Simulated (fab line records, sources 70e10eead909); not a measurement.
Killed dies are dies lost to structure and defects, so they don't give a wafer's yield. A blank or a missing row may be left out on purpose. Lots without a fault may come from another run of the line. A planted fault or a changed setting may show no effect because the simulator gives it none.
Which tool did it? | flow nand_harc | 22 lots, 66 wafers sampled, at 6 steps of a route of 1159

WHAT THE GAUGES READ, wafer by wafer
The record holds no reading of a measuring or inspecting step that can be judged against a usual standard deviation.

WHICH TOOL RAN EACH LOT (tool, then ch and the chambers of the sampled wafers, then the start)
lot  | NHARC_A_STAIRCASE_DESCUM_168       | NHARC_A_STAIRCASE_ETCH_15                     | NHARC_A_STAIRCASE_TRIM_18                     | NHARC_A_STAIRCASE_TRIM_193                    | NHARC_A_STAIRCASE_STRIP_205          | NHARC_A_STAIRCASE_TRIM_224
L075 | rie_diel-01 ch 1,3, day 10 21:41   | rie_diel-11 ch 2,3, day 11 07:59 or earlier   | rie_diel-11 ch 1,2, day 11 07:59 or earlier   | rie_diel-11 ch 0,1,3, day 11 07:59 or earlier | plasma_asher-01 ch 1, day 11 07:59   | rie_diel-11 ch 0,1,3, no start
L076 | rie_diel-01 ch 2,3, day 10 21:52   | rie_diel-01 ch 0,2, day 11 06:47 or earlier   | rie_diel-01 ch 1,2,3, day 11 06:47 or earlier | rie_diel-11 ch 0,1, day 11 06:47 or earlier   | plasma_asher-01 ch 0,1, day 11 06:47 | rie_diel-11 ch 1,2,3, no start
L078 | rie_diel-11 ch 0,1, day 11 04:50   | rie_diel-11 ch 1,2,3, day 11 14:14 or earlier | rie_diel-11 ch 0,1, day 11 14:14 or earlier   | rie_diel-11 ch 0,2,3, day 11 14:14 or earlier | plasma_asher-02 ch 0,1, day 11 14:14 | rie_diel-06 ch 0,1,2, no start
L077 | rie_diel-01 ch 1,2, day 11 05:11   | rie_diel-01 ch 0,1, day 11 14:23 or earlier   | rie_diel-01 ch 1,2, day 11 14:23 or earlier   | rie_diel-06 ch 0,1, day 11 14:23 or earlier   | plasma_asher-01 ch 0,1, day 11 14:23 | rie_diel-06 ch 0,1,2, no start
L079 | rie_diel-06 ch 0,1, day 12 01:41   | rie_diel-01 ch 0,3, day 12 11:08 or earlier   | rie_diel-01 ch 0,1, day 12 11:08 or earlier   | rie_diel-01 ch 0,1,3, day 12 11:08 or earlier | plasma_asher-02 ch 0,1, day 12 11:08 | rie_diel-11 ch 1,2,3, no start
L083 | rie_diel-11 ch 0,1,3, day 12 13:52 | rie_diel-01 ch 1,3, day 12 22:04 or earlier   | rie_diel-01 ch 0,1, day 12 22:04 or earlier   | rie_diel-06 ch 0,2,3, day 12 22:04 or earlier | plasma_asher-01 ch 0,1, day 12 22:04 | rie_diel-06 ch 0,2, no start
L082 | rie_diel-01 ch 0,1,3, day 12 14:02 | rie_diel-11 ch 0,3, day 12 23:35 or earlier   | rie_diel-11 ch 1,2,3, day 12 23:35 or earlier | rie_diel-11 ch 0,1,2, day 12 23:35 or earlier | plasma_asher-02 ch 0,1, day 12 23:35 | rie_diel-11 ch 0,3, no start
L081 | rie_diel-01 ch 0,1, day 12 19:52   | rie_diel-11 ch 0,2, day 13 04:33 or earlier   | rie_diel-11 ch 1,2,3, day 13 04:33 or earlier | rie_diel-06 ch 0,2,3, day 13 04:33 or earlier | plasma_asher-02 ch 0,1, day 13 04:33 | rie_diel-06 ch 0,2,3, no start
L084 | rie_diel-06 ch 0,1, day 13 06:29   | rie_diel-06 ch 0,1,3, day 13 18:34 or earlier | rie_diel-06 ch 0,1,3, day 13 18:34 or earlier | rie_diel-06 ch 0,1, day 13 18:34 or earlier   | plasma_asher-01 ch 0,1, day 13 18:34 | rie_diel-06 ch 2,3, no start
L085 | rie_diel-06 ch 1,2,3, day 13 10:14 | rie_diel-01 ch 0,1,3, day 13 19:10 or earlier | rie_diel-01 ch 1,3, day 13 19:10 or earlier   | rie_diel-01 ch 0,1,3, day 13 19:10 or earlier | plasma_asher-01 ch 0,1, day 13 19:10 | rie_diel-06 ch 1,2,3, no start
L086 | rie_diel-01 ch 0,2,3, day 13 21:28 | rie_diel-06 ch 0,2,3, day 14 07:07 or earlier | rie_diel-06 ch 0,2,3, day 14 07:07 or earlier | rie_diel-11 ch 0,1,2, day 14 07:07 or earlier | plasma_asher-02 ch 1, day 14 07:07   | rie_diel-06 ch 1,2,3, no start
L087 | rie_diel-01 ch 0,1,2, day 13 21:37 | rie_diel-06 ch 1,2,3, day 14 06:47 or earlier | rie_diel-06 ch 1,2,3, day 14 06:47 or earlier | rie_diel-11 ch 1,2,3, day 14 06:47 or earlier | plasma_asher-01 ch 0,1, day 14 06:47 | rie_diel-06 ch 0,2,3, no start
L088 | rie_diel-06 ch 2,3, day 14 11:13   | rie_diel-06 ch 1,2, day 14 21:33 or earlier   | rie_diel-06 ch 1,2, day 14 21:33 or earlier   | rie_diel-11 ch 0,1,2, day 14 21:33 or earlier | plasma_asher-02 ch 0,1, day 14 21:33 | rie_diel-01 ch 0,1, no start
L089 | rie_diel-11 ch 0,2,3, day 14 11:46 | rie_diel-06 ch 0,2,3, day 14 20:45 or earlier | rie_diel-06 ch 0,3, day 14 20:45 or earlier   | rie_diel-06 ch 0,2,3, day 14 20:45 or earlier | plasma_asher-01 ch 0,1, day 14 20:45 | rie_diel-11 ch 0,1, no start
L092 | rie_diel-01 ch 2,3, day 14 15:59   | rie_diel-11 ch 1,2,3, day 15 02:14 or earlier | rie_diel-11 ch 0,1,2, day 15 02:14 or earlier | rie_diel-11 ch 0,2,3, day 15 02:14 or earlier | plasma_asher-01 ch 0,1, day 15 02:14 | rie_diel-06 ch 0,1,3, no start
L090 | rie_diel-11 ch 0,2,3, day 14 16:14 | rie_diel-01 ch 2,3, day 15 02:47 or earlier   | rie_diel-01 ch 1,2,3, day 15 02:47 or earlier | rie_diel-11 ch 0,2,3, day 15 02:47 or earlier | plasma_asher-02 ch 0,1, day 15 02:47 | rie_diel-01 ch 0,1,3, no start
L091 | rie_diel-01 ch 1,3, day 14 16:25   | rie_diel-06 ch 0,1, day 15 00:38 or earlier   | rie_diel-06 ch 0,2, day 15 00:38 or earlier   | rie_diel-06 ch 0,3, day 15 00:38 or earlier   | plasma_asher-01 ch 0,1, day 15 00:38 | rie_diel-06 ch 1,2,3, no start
L093 | rie_diel-01 ch 0,2,3, day 15 02:10 | rie_diel-06 ch 0,1,2, day 15 10:16 or earlier | rie_diel-06 ch 1,2,3, day 15 10:16 or earlier | rie_diel-06 ch 1,2,3, day 15 10:16 or earlier | plasma_asher-01 ch 0,1, day 15 10:16 | rie_diel-06 ch 1,2,3, no start
L094 | rie_diel-11 ch 1,2,3, day 15 13:14 | rie_diel-11 ch 0,1,3, day 16 00:17 or earlier | rie_diel-11 ch 0,2,3, day 16 00:17 or earlier | rie_diel-01 ch 2,3, day 16 00:17 or earlier   | plasma_asher-01 ch 0,1, day 16 00:17 | rie_diel-06 ch 0,3, no start
L095 | rie_diel-06 ch 0,1,2, day 16 01:02 | rie_diel-01 ch 0,1,3, day 16 11:43 or earlier | rie_diel-01 ch 1,3, day 16 11:43 or earlier   | rie_diel-06 ch 0,1,2, day 16 11:43 or earlier | plasma_asher-02 ch 0,1, day 16 11:43 | rie_diel-01 ch 0,1, no start
L096 | rie_diel-11 ch 0,1,3, day 16 01:13 | rie_diel-11 ch 0,2, day 16 09:41 or earlier   | rie_diel-11 ch 1,2, day 16 09:41 or earlier   | rie_diel-06 ch 0,3, day 16 09:41 or earlier   | plasma_asher-02 ch 0,1, day 16 09:41 | rie_diel-01 ch 0,2,3, no start
L097 | rie_diel-06 ch 0,1,2, day 16 01:24 | rie_diel-11 ch 1,2,3, day 16 10:22 or earlier | rie_diel-11 ch 0,1,2, day 16 10:22 or earlier | rie_diel-06 ch 0,2,3, day 16 10:22 or earlier | plasma_asher-02 ch 0,1, day 16 10:22 | rie_diel-06 ch 1,2,3, no start
- NHARC_A_STAIRCASE_DESCUM_168: chemistry O2, time 3 s.
- NHARC_A_STAIRCASE_ETCH_15: etches the open film in C4F8/O2, target depth 100 nm, time 40.5 s.
- NHARC_A_STAIRCASE_TRIM_18: chemistry O2, time 211.2 s.
- NHARC_A_STAIRCASE_TRIM_193: chemistry O2, time 211.2 s.
- NHARC_A_STAIRCASE_STRIP_205: strips in O2.
- NHARC_A_STAIRCASE_TRIM_224: chemistry O2, time 211.2 s.

WHAT THE TOOLS THEMSELVES READ (means of the sampled wafers that have a number; where no wafer has one, the mark that the record gives instead)
NHARC_A_STAIRCASE_DESCUM_168.
lot  | tool        | drypump_motor_current_A (A) | oes_product_au (a.u.) | rf_vpp_V (V) | showerhead_plenum_p_Torr (Torr) | throttle_valve_pct (%)
L075 | rie_diel-01 | 5.9                         | 0.998                 | 57.3         | 1.83                            | 11.314
L076 | rie_diel-01 | 5.7                         | 1.009                 | 57.4         | 1.86                            | 11.303
L078 | rie_diel-11 | 6.1                         | 0.994                 | 58.4         | 1.97                            | 11.302
L077 | rie_diel-01 | 5.8                         | 0.998                 | 56.8         | 1.82                            | 11.308
L079 | rie_diel-06 | 6.0                         | 0.997                 | 57.4         | 1.93                            | 11.312
L083 | rie_diel-11 | 5.8                         | 0.997                 | 57.2         | 1.92                            | 11.310
L082 | rie_diel-01 | 6.0                         | 1.001                 | 57.7         | 1.89                            | 11.307
L081 | rie_diel-01 | 6.3                         | 0.993                 | 57.3         | 1.91                            | 11.318
L084 | rie_diel-06 | 5.7                         | 1.006                 | 58.9         | 1.97                            | 11.311
L085 | rie_diel-06 | 5.3                         | 1.001                 | 56.9         | 1.97                            | 11.307
L086 | rie_diel-01 | 6.0                         | 1.003                 | 58.2         | 1.90                            | 11.315
L087 | rie_diel-01 | 6.0                         | 0.996                 | 57.7         | 1.87                            | 11.309
L088 | rie_diel-06 | 5.3                         | 0.999                 | 58.6         | 1.92                            | 11.313
L089 | rie_diel-11 | 5.6                         | 0.998                 | 58.1         | 1.96                            | 11.300
L092 | rie_diel-01 | 5.8                         | 1.007                 | 58.5         | 1.87                            | 11.308
L090 | rie_diel-11 | 5.6                         | 0.996                 | 57.4         | 1.95                            | 11.313
L091 | rie_diel-01 | 5.8                         | 0.999                 | 57.1         | 1.95                            | 11.318
L093 | rie_diel-01 | 5.9                         | 1.002                 | 58.5         | 1.90                            | 11.321
L094 | rie_diel-11 | 5.9                         | 1.001                 | 58.3         | 1.93                            | 11.311
L095 | rie_diel-06 | 5.7                         | 0.998                 | 57.9         | 1.92                            | 11.306
L096 | rie_diel-11 | 5.8                         | 0.999                 | 58.4         | 1.91                            | 11.312
L097 | rie_diel-06 | 5.7                         | 0.997                 | 57.3         | 1.92                            | 11.312

NHARC_A_STAIRCASE_ETCH_15.
lot  | tool        | oes_product_au (a.u.) | rf_fwd_power_W (W) | rf_vpp_V (V)
L075 | rie_diel-11 | 0.940                 | 593.9              | 895
L076 | rie_diel-01 | 0.937                 | 595.3              | 898
L078 | rie_diel-11 | 0.935                 | 592.0              | 899
L077 | rie_diel-01 | 0.946                 | 593.6              | 896
L079 | rie_diel-01 | 0.955                 | 593.3              | 899
L083 | rie_diel-01 | 0.936                 | 593.5              | 889
L082 | rie_diel-11 | 0.944                 | 592.3              | 897
L081 | rie_diel-11 | 0.940                 | 594.1              | 903
L084 | rie_diel-06 | 0.943                 | 595.5              | 899
L085 | rie_diel-01 | 0.934                 | 596.0              | 895
L086 | rie_diel-06 | 0.942                 | 594.0              | 896
L087 | rie_diel-06 | 0.943                 | 594.9              | 900
L088 | rie_diel-06 | 0.944                 | 593.2              | 900
L089 | rie_diel-06 | 0.938                 | 595.7              | 897
L092 | rie_diel-11 | 0.922                 | 593.1              | 897
L090 | rie_diel-01 | 0.929                 | 595.8              | 892
L091 | rie_diel-06 | 0.939                 | 596.2              | 900
L093 | rie_diel-06 | 0.931                 | 594.3              | 896
L094 | rie_diel-11 | 0.940                 | 590.7              | 897
L095 | rie_diel-01 | 0.958                 | 594.8              | 901
L096 | rie_diel-11 | 0.940                 | 594.7              | 904
L097 | rie_diel-11 | 0.941                 | 592.4              | 897

NHARC_A_STAIRCASE_TRIM_18.
lot  | tool        | drypump_motor_current_A (A) | oes_product_au (a.u.) | rf_vpp_V (V) | showerhead_plenum_p_Torr (Torr) | throttle_valve_pct (%)
L075 | rie_diel-11 | 6.1                         | 0.997                 | 58.4         | 3.67                            | 17.031
L076 | rie_diel-01 | 5.8                         | 1.006                 | 57.9         | 3.40                            | 17.041
L078 | rie_diel-11 | 6.1                         | 1.001                 | 58.2         | 3.63                            | 17.042
L077 | rie_diel-01 | 5.8                         | 1.002                 | 58.3         | 3.37                            | 17.033
L079 | rie_diel-01 | 6.2                         | 0.997                 | 57.6         | 3.53                            | 17.035
L083 | rie_diel-01 | 6.1                         | 1.000                 | 58.3         | 3.42                            | 17.036
L082 | rie_diel-11 | 5.9                         | 0.997                 | 57.4         | 3.58                            | 17.036
L081 | rie_diel-11 | 5.9                         | 1.003                 | 57.8         | 3.58                            | 17.038
L084 | rie_diel-06 | 5.7                         | 0.994                 | 58.1         | 3.62                            | 17.029
L085 | rie_diel-01 | 5.9                         | 0.993                 | 57.1         | 3.36                            | 17.038
L086 | rie_diel-06 | 5.7                         | 0.997                 | 57.0         | 3.54                            | 17.029
L087 | rie_diel-06 | 5.4                         | 0.999                 | 58.1         | 3.62                            | 17.038
L088 | rie_diel-06 | 5.4                         | 1.008                 | 58.0         | 3.56                            | 17.039
L089 | rie_diel-06 | 6.0                         | 0.998                 | 58.6         | 3.53                            | 17.043
L092 | rie_diel-11 | 5.8                         | 0.997                 | 59.1         | 3.68                            | 17.040
L090 | rie_diel-01 | 5.8                         | 1.005                 | 57.6         | 3.57                            | 17.047
L091 | rie_diel-06 | 6.0                         | 0.997                 | 57.8         | 3.46                            | 17.035
L093 | rie_diel-06 | 5.4                         | 1.006                 | 57.8         | 3.62                            | 17.037
L094 | rie_diel-11 | 5.6                         | 0.993                 | 57.1         | 3.59                            | 17.043
L095 | rie_diel-01 | 5.9                         | 1.003                 | 58.1         | 3.69                            | 17.038
L096 | rie_diel-11 | 5.8                         | 0.996                 | 57.7         | 3.70                            | 17.033
L097 | rie_diel-11 | 5.8                         | 0.996                 | 57.4         | 3.67                            | 17.032

NHARC_A_STAIRCASE_TRIM_193.
lot  | tool        | drypump_motor_current_A (A) | oes_product_au (a.u.) | rf_vpp_V (V) | showerhead_plenum_p_Torr (Torr) | throttle_valve_pct (%)
L075 | rie_diel-11 | 5.9                         | 0.995                 | 58.4         | 3.55                            | 17.041
L076 | rie_diel-11 | 6.1                         | 1.003                 | 57.5         | 3.63                            | 17.034
L078 | rie_diel-11 | 5.6                         | 1.000                 | 57.6         | 3.62                            | 17.047
L077 | rie_diel-06 | 6.0                         | 1.001                 | 57.6         | 3.56                            | 17.038
L079 | rie_diel-01 | 6.1                         | 0.998                 | 57.5         | 3.48                            | 17.043
L083 | rie_diel-06 | 5.6                         | 0.997                 | 56.7         | 3.55                            | 17.032
L082 | rie_diel-11 | 5.8                         | 0.999                 | 58.9         | 3.69                            | 17.042
L081 | rie_diel-06 | 5.7                         | 1.003                 | 57.8         | 3.55                            | 17.039
L084 | rie_diel-06 | 6.0                         | 0.997                 | 57.5         | 3.55                            | 17.041
L085 | rie_diel-01 | 6.0                         | 1.001                 | 58.1         | 3.48                            | 17.033
L086 | rie_diel-11 | 5.8                         | 0.995                 | 58.1         | 3.68                            | 17.042
L087 | rie_diel-11 | 5.9                         | 0.990                 | 58.1         | 3.57                            | 17.035
L088 | rie_diel-11 | 5.8                         | 0.996                 | 58.0         | 3.68                            | 17.034
L089 | rie_diel-06 | 5.7                         | 0.998                 | 57.7         | 3.54                            | 17.029
L092 | rie_diel-11 | 5.6                         | 1.000                 | 58.6         | 3.60                            | 17.041
L090 | rie_diel-11 | 5.6                         | 1.002                 | 58.2         | 3.60                            | 17.041
L091 | rie_diel-06 | 5.7                         | 0.990                 | 57.8         | 3.60                            | 17.042
L093 | rie_diel-06 | 5.4                         | 0.995                 | 58.2         | 3.62                            | 17.024
L094 | rie_diel-01 | 5.7                         | 0.994                 | 57.1         | 3.42                            | 17.032
L095 | rie_diel-06 | 5.7                         | 0.995                 | 57.4         | 3.54                            | 17.044
L096 | rie_diel-06 | 5.6                         | 0.987                 | 57.9         | 3.59                            | 17.029
L097 | rie_diel-06 | 5.7                         | 0.999                 | 57.7         | 3.53                            | 17.035

NHARC_A_STAIRCASE_STRIP_205.
lot  | tool            | drypump_motor_current_A (A) | heater_power_w (W)
L075 | plasma_asher-01 | 6.3                         | 324
L076 | plasma_asher-01 | 6.0                         | 319
L078 | plasma_asher-02 | 5.9                         | 312
L077 | plasma_asher-01 | 5.8                         | 317
L079 | plasma_asher-02 | 6.2                         | 314
L083 | plasma_asher-01 | 6.0                         | 320
L082 | plasma_asher-02 | 5.9                         | 305
L081 | plasma_asher-02 | 6.2                         | 314
L084 | plasma_asher-01 | 6.0                         | 322
L085 | plasma_asher-01 | 5.7                         | 327
L086 | plasma_asher-02 | 5.7                         | 304
L087 | plasma_asher-01 | 6.0                         | 321
L088 | plasma_asher-02 | 6.2                         | 321
L089 | plasma_asher-01 | 6.0                         | 317
L092 | plasma_asher-01 | 5.7                         | 323
L090 | plasma_asher-02 | 6.2                         | 320
L091 | plasma_asher-01 | 6.0                         | 322
L093 | plasma_asher-01 | 6.0                         | 320
L094 | plasma_asher-01 | 5.7                         | 331
L095 | plasma_asher-02 | 5.9                         | 314
L096 | plasma_asher-02 | 5.9                         | 310
L097 | plasma_asher-02 | 5.9                         | 309

NHARC_A_STAIRCASE_TRIM_224.
lot  | tool        | drypump_motor_current_A (A) | oes_product_au (a.u.) | rf_vpp_V (V) | showerhead_plenum_p_Torr (Torr) | throttle_valve_pct (%)
L075 | rie_diel-11 | 5.9                         | 0.999                 | 57.1         | 3.55                            | 17.037
L076 | rie_diel-11 | 5.9                         | 1.007                 | 57.7         | 3.59                            | 17.036
L078 | rie_diel-06 | 5.7                         | 0.997                 | 58.3         | 3.56                            | 17.041
L077 | rie_diel-06 | 5.7                         | 1.002                 | 58.6         | 3.56                            | 17.034
L079 | rie_diel-11 | 5.9                         | 1.008                 | 57.8         | 3.58                            | 17.041
L083 | rie_diel-06 | 6.0                         | 0.995                 | 57.5         | 3.47                            | 17.042
L082 | rie_diel-11 | 5.7                         | 0.992                 | 57.5         | 3.46                            | 17.039
L081 | rie_diel-06 | 5.7                         | 0.996                 | 58.6         | 3.55                            | 17.039
L084 | rie_diel-06 | 5.3                         | 1.009                 | 58.5         | 3.55                            | 17.040
L085 | rie_diel-06 | 5.4                         | 1.001                 | 57.9         | 3.62                            | 17.039
L086 | rie_diel-06 | 5.4                         | 0.999                 | 58.5         | 3.62                            | 17.039
L087 | rie_diel-06 | 5.7                         | 0.993                 | 57.2         | 3.54                            | 17.038
L088 | rie_diel-01 | 6.3                         | 1.003                 | 58.6         | 3.70                            | 17.039
L089 | rie_diel-11 | 5.8                         | 0.998                 | 57.4         | 3.65                            | 17.035
L092 | rie_diel-06 | 5.7                         | 0.997                 | 58.0         | 3.61                            | 17.047
L090 | rie_diel-01 | 6.0                         | 1.002                 | 58.6         | 3.64                            | 17.033
L091 | rie_diel-06 | 5.4                         | 1.008                 | 58.4         | 3.62                            | 17.037
L093 | rie_diel-06 | 5.4                         | 0.997                 | 57.7         | 3.62                            | 17.031
L094 | rie_diel-06 | 5.7                         | 0.999                 | 57.7         | 3.59                            | 17.049
L095 | rie_diel-01 | 6.1                         | 1.009                 | 57.4         | 3.75                            | 17.032
L096 | rie_diel-01 | 6.0                         | 1.012                 | 57.3         | 3.50                            | 17.040
L097 | rie_diel-06 | 5.4                         | 1.003                 | 59.2         | 3.61                            | 17.045

THE ANSWER, worked out from the rows above alone
Rule: what is usual is taken from the lots themselves. Put in order of their means at a reading, lots are off if they are a third of the lots or fewer, leave a main group of 4 or more, and stand apart from it by a gap of 3 or more times the standard deviation of the main group's means; of several such gaps the widest counts. A main group whose means are all the same, to the digits that the tables above print for the reading, isn't used. A lot without any number at a reading at which 4 lots or more have one is off too. The other lots that the step has rows for count as sound. The gauges are gone through in route order, then the tools' own readings, and for those a lot's mean is taken as printed above. The first step at which some lot is off is used, and at that step the reading that is off furthest; a lot without a number counts as furthest.
No lot is off at any reading shown: from this, nothing can be told.

WHAT THE SIMULATOR HAD PUT IN
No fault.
